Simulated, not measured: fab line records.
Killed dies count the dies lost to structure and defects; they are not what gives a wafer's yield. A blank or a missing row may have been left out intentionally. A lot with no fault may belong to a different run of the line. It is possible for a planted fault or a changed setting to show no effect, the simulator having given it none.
A lot that was struck, set against a sound lot -- flow n5 finfet -- 21 steps out of a route of 1938
Sound: the wafers L233.1, L233.2, L233.5. Struck: wafers L249.1, L249.2. The cause comes at the end.
Order at every step that has rows: each side's tool, ch and its chambers, its first start. Under that, the readings that differ: sound wafers -- struck wafers -- difference of the means -- sigmas: that difference in standard deviations of wafers without a fault.
alike: readings whose means differ by less than 2 such deviations, and words and numbers that are the same on both sides. not compared: withheld readings, readings that some wafer has no value for, bounds like >300 that may hide the same value, and numbers for which the record gives no deviation and whose values overlap.
The two part at a step that has a row with sigmas, a row that says differs or no value, or rows on one side only. Non-overlapping numbers with no deviation appear without sigmas and do not part them. A reading missing from all wafers of one side parts the sides only when that side holds two or more wafers.

N5_HKMG_FIN_ALD_71: deposits TiN, target thk 1 nm, pulse time 1 s, purge time 3 s.
  sound on ald metal-02 ch 1,2, day 5 17:50; struck on ald metal-03 ch 2,3, day 9 21:43
  alike: heater power w, precursor pulse height rel
then, 2 steps without rows for these wafers: N5_HKMG_FIN_COAT_66 (time 60 s, resist thk 300 nm); N5_HKMG_FIN_ETCH_67 (etches SOC in N2/H2, stops on TiN, target depth 388.9 nm).
N5_HKMG_FIN_STRIP_90: strips SOC in N2/H2, time 20 s.
  sound on rie diel-02 ch 0,3, day 5 18:14; struck on rie diel-05 ch 0,1, day 9 22:08
  alike: drypump motor current A, oes product au, rf vpp V, showerhead plenum p Torr, temp c, throttle valve pct
  not compared: rf hours counter h
then, 1 step without rows for these wafers: N5_HKMG_FIN_WET_ETCH_73 (etches the open film in SC1, time 42.3 s, target depth 1.3 nm, rinse time 30 s).
N5_HKMG_FIN_ETCHBACK_68: etches the open film in Cl2/Ar, stops on HfO2, target depth 0.5 nm.
  sound on rie metal-03 ch 0,1, day 5 18:24; struck on rie metal-02 ch 1, day 9 22:18
  alike: drypump motor current A, oes product au, throttle valve pct
  not compared: rf hours counter h
then, 6 steps without rows for these wafers: N5_HKMG_FIN_STRIP_69 (strips in N2/H2, time 360 s); N5_HKMG_FIN_ALD_21 (deposits TiN, target thk 1.5 nm, pulse time 1 s, purge time 3 s); N5_HKMG_FIN_ALD_72 (deposits W, target thk 2 nm, pulse time 1 s, purge time 2 s); N5_HKMG_FIN_W_FILL_22 (material W, target thk 60 nm, time 18.2 s); N5_HKMG_FIN_PRECLEAN_83 (cleans in DIW, time 57.5 s); N5_HKMG_FIN_SRD_84 (dry time 32 s).
N5_HKMG_FIN_CMP_23: polishes, stops on SiNx, t overpolish 10 s, target thk 46.326 nm.
  sound on cmp-04 ch 0,1,2, day 5 19:33; struck on cmp-04 ch 0,1, day 9 23:38
reading,sound,struck,difference,sigmas
time to endpoint s (s),8.4 9.1 9.8,2.4 3.1,-6.3,-2
model.W_of_HKMG_FIN_W_FILL_22.thk nm (nm),44.8 43.8 45.4,43 42,-2,
model.SiNx_of_SDB_ALD_29.thk nm (nm),28.8 28.6 28.6,28.4 28.4,-0.3,
  alike: edge zone pressure frac, motor current A, overpolish run s, slurry filter dp kPa
N5_HKMG_FIN_CMP_94: polishes, stops on SiNx, t overpolish 4.7 s, target thk 43.299 nm.
  sound on cmp-04 ch 0,1,2, day 5 20:02; struck on cmp-04 ch 0,1, day 10 00:01
  alike: edge zone pressure frac, motor current A, slurry filter dp kPa
N5_HKMG_FIN_INSPECT_28: inspects for defects (darkfield).
  sound: defect inspect-01 at day 5 20:16; struck: defect inspect-01 at day 10 00:11
  alike: raw defect count
then, 1 step without rows for these wafers: N5_GATE_CUT_ETCHBACK_00 (etches W in SF6/Cl2).
N5_GATE_CUT_ETCH_56: etches TiN in Cl2/Ar, target depth 21.6 nm.
  sound on rie metal-02 ch 0,1, day 5 20:25; struck on rie metal-01 ch 0,1, day 10 00:21
reading,sound,struck,difference,sigmas
throttle valve pct (%),20.77 20.44 20.44,21.22 21.04,+0.58,+2
  alike: drypump motor current A, oes product au
  not compared: rf hours counter h
N5_GATE_CUT_ETCHBACK_30: etches TiN in Cl2/Ar, target depth 3 nm.
  sound on rie metal-02 ch 0,1, day 5 20:30; struck on rie metal-01 ch 0,1, day 10 00:26
reading,sound,struck,difference,sigmas
throttle valve pct (%),20.79 20.43 20.43,21.23 21.05,+0.59,+2
model.SiNx_of_SDB_ALD_29.thk nm (nm),27.2 27 27,26.8 26.8,-0.3,
  alike: drypump motor current A, oes product au
  not compared: rf hours counter h
then, 1 step without rows for these wafers: N5_GATE_CUT_VAPOR_ETCH_60 (etches HfO2 in BCl3/Cl2).
-- a jump in the record: the struck wafers' starts before and after are 4 days apart (it breaks off in module GATE_CUT and resumes in module BEOL_M4, where the first step shown is number 1111 of the route) --
N5_BEOL_M4_RC_MEAS_101:
  sound on prober-01 ch 0, day 9 11:46; struck on prober-01 ch 0, day 13 15:50
  alike: DIBL_N, DIBL_P, IOFF_N, IOFF_P, ION_N, ION_P, SS_N, SS_P, VT_N, VT_P
N5_PASSIVATION_PROBE_49:
  sound wafers here have rows in the record (prober-01, day 13 09:23); struck ones have none

WHERE THEY PART
Earliest at N5_HKMG_FIN_CMP_23; latest, in this record, at N5_PASSIVATION_PROBE_49.

WHY: what the simulator had put in
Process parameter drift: cmp-04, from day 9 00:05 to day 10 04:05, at N5_HKMG_FIN_CMP_23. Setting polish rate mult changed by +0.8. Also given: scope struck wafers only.
